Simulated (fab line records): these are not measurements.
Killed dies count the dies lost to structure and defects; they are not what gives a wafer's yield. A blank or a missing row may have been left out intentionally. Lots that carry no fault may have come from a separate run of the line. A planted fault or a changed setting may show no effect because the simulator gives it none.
Matching of chambers || flow nand harc || rie si-03 running NHARC_P_STI_ETCH_15: 4 sister chambers
The step etches the open film in HBr/Cl2, target depth 300 nm, time 100.1 s. 22 wafers are shown with their chamber, then 11 later ones without.

## WAFERS PAIRED WITH THEIR CHAMBERS
{"wafer": "L075.3", "chamber": 2, "drypump motor current A (A)": 5.3, "oes product au (a.u.)": 1.002, "throttle valve pct (%)": 26.415}
{"wafer": "L075.4", "chamber": 0, "drypump motor current A (A)": 6.7, "oes product au (a.u.)": 0.997, "throttle valve pct (%)": 26.397}
{"wafer": "L075.6", "chamber": 2, "drypump motor current A (A)": 5.3, "oes product au (a.u.)": 1.000, "throttle valve pct (%)": 26.411}
{"wafer": "L075.1", "chamber": 1, "drypump motor current A (A)": 5.8, "oes product au (a.u.)": 0.997, "throttle valve pct (%)": 26.396}
{"wafer": "L075.2", "chamber": 3, "drypump motor current A (A)": 5.2, "oes product au (a.u.)": 0.981, "throttle valve pct (%)": 26.416}
{"wafer": "L075.5", "chamber": 3, "drypump motor current A (A)": 5.2, "oes product au (a.u.)": 0.995, "throttle valve pct (%)": 26.419}
{"wafer": "L076.2", "chamber": 1, "drypump motor current A (A)": 5.8, "oes product au (a.u.)": 0.989, "throttle valve pct (%)": 26.384}
{"wafer": "L076.3", "chamber": 3, "drypump motor current A (A)": 5.2, "oes product au (a.u.)": 0.989, "throttle valve pct (%)": 26.414}
{"wafer": "L076.5", "chamber": 1, "drypump motor current A (A)": 5.8, "oes product au (a.u.)": 0.985, "throttle valve pct (%)": 26.410}
{"wafer": "L080.1", "chamber": 0, "drypump motor current A (A)": 6.7, "oes product au (a.u.)": 1.009, "throttle valve pct (%)": 26.401}
{"wafer": "L080.3", "chamber": 1, "drypump motor current A (A)": 5.7, "oes product au (a.u.)": 0.998, "throttle valve pct (%)": 26.403}
{"wafer": "L080.6", "chamber": 0, "drypump motor current A (A)": 6.7, "oes product au (a.u.)": 1.011, "throttle valve pct (%)": 26.402}
{"wafer": "L081.2", "chamber": 3, "drypump motor current A (A)": 5.2, "oes product au (a.u.)": 0.988, "throttle valve pct (%)": 26.404}
{"wafer": "L081.4", "chamber": 2, "drypump motor current A (A)": 5.3, "oes product au (a.u.)": 1.013, "throttle valve pct (%)": 26.410}
{"wafer": "L081.5", "chamber": 1, "drypump motor current A (A)": 5.8, "oes product au (a.u.)": 0.999, "throttle valve pct (%)": 26.400}
{"wafer": "L082.2", "chamber": 1, "drypump motor current A (A)": 5.8, "oes product au (a.u.)": 0.992, "throttle valve pct (%)": 26.394}
{"wafer": "L082.4", "chamber": 0, "drypump motor current A (A)": 6.7, "oes product au (a.u.)": 1.013, "throttle valve pct (%)": 26.406}
{"wafer": "L082.6", "chamber": 3, "drypump motor current A (A)": 5.2, "oes product au (a.u.)": 0.978, "throttle valve pct (%)": 26.400}
{"wafer": "L083.1", "chamber": 0, "drypump motor current A (A)": 6.7, "oes product au (a.u.)": 1.009, "throttle valve pct (%)": 26.416}
{"wafer": "L083.3", "chamber": 2, "drypump motor current A (A)": 5.3, "oes product au (a.u.)": 1.002, "throttle valve pct (%)": 26.402}
{"wafer": "L083.4", "chamber": 1, "drypump motor current A (A)": 5.8, "oes product au (a.u.)": 0.995, "throttle valve pct (%)": 26.412}
{"wafer": "L089.3", "chamber": 2, "drypump motor current A (A)": 5.3, "oes product au (a.u.)": 1.002, "throttle valve pct (%)": 26.407}

SIGNATURES (means of the wafers above)
{"reading": "drypump motor current A", "chamber 0": 6.700, "chamber 1": 5.786, "chamber 2": 5.300, "chamber 3": 5.200, "scatter within a chamber": 0.0218}
{"reading": "oes product au", "chamber 0": 1.00780, "chamber 1": 0.99357, "chamber 2": 1.00380, "chamber 3": 0.98620, "scatter within a chamber": 0.00581}
{"reading": "throttle valve pct", "chamber 0": 26.40440, "chamber 1": 26.39986, "chamber 2": 26.40900, "chamber 3": 26.41060, "scatter within a chamber": 0.00793}
Rule: for a wafer and a chamber, the distance is found by dividing, reading by reading, the gap between the wafer's reading and the chamber's mean by the reading's scatter, squaring, summing and taking the root. The wafer belongs to the nearest chamber; if the next one is less than 2 further off, it can't be placed. How the scatter is found: for the shown wafers, subtract from each reading the mean of its chamber, square and add these, divide the total by (wafers less chambers), then take the root.

## WAFERS WITHOUT THEIR CHAMBER
{"wafer": "L089.5", "drypump motor current A (A)": 5.8, "oes product au (a.u.)": 0.994, "throttle valve pct (%)": 26.410}
{"wafer": "L089.6", "drypump motor current A (A)": 5.3, "oes product au (a.u.)": 1.008, "throttle valve pct (%)": 26.394}
{"wafer": "L090.2", "drypump motor current A (A)": 5.3, "oes product au (a.u.)": 1.008, "throttle valve pct (%)": 26.408}
{"wafer": "L090.3", "drypump motor current A (A)": 5.8, "oes product au (a.u.)": 0.995, "throttle valve pct (%)": 26.407}
{"wafer": "L090.4", "drypump motor current A (A)": 6.7, "oes product au (a.u.)": 1.006, "throttle valve pct (%)": 26.412}
{"wafer": "L093.1", "drypump motor current A (A)": 5.3, "oes product au (a.u.)": 1.007, "throttle valve pct (%)": 26.425}
{"wafer": "L093.3", "drypump motor current A (A)": 5.8, "oes product au (a.u.)": 0.979, "throttle valve pct (%)": 26.417}
{"wafer": "L093.6", "drypump motor current A (A)": 5.3, "oes product au (a.u.)": 1.001, "throttle valve pct (%)": 26.411}
{"wafer": "L094.2", "drypump motor current A (A)": 5.3, "oes product au (a.u.)": 1.011, "throttle valve pct (%)": 26.407}
{"wafer": "L094.4", "drypump motor current A (A)": 6.7, "oes product au (a.u.)": 0.994, "throttle valve pct (%)": 26.413}
{"wafer": "L094.6", "drypump motor current A (A)": 5.8, "oes product au (a.u.)": 1.003, "throttle valve pct (%)": 26.417}

## WHICH CHAMBER EACH WENT THROUGH
{"wafer": "L089.5", "from the rows above": 1, "in truth": 1}
{"wafer": "L089.6", "from the rows above": 2, "in truth": 2}
{"wafer": "L090.2", "from the rows above": 2, "in truth": 2}
{"wafer": "L090.3", "from the rows above": 1, "in truth": 1}
{"wafer": "L090.4", "from the rows above": 0, "in truth": 0}
{"wafer": "L093.1", "from the rows above": 2, "in truth": 2}
{"wafer": "L093.3", "from the rows above": 1, "in truth": 1}
{"wafer": "L093.6", "from the rows above": 2, "in truth": 2}
{"wafer": "L094.2", "from the rows above": 2, "in truth": 2}
{"wafer": "L094.4", "from the rows above": 0, "in truth": 0}
{"wafer": "L094.6", "from the rows above": 1, "in truth": 1}
Placed correctly: 11 of 11. Can't be placed from these rows: 0. 0 placed wrongly.
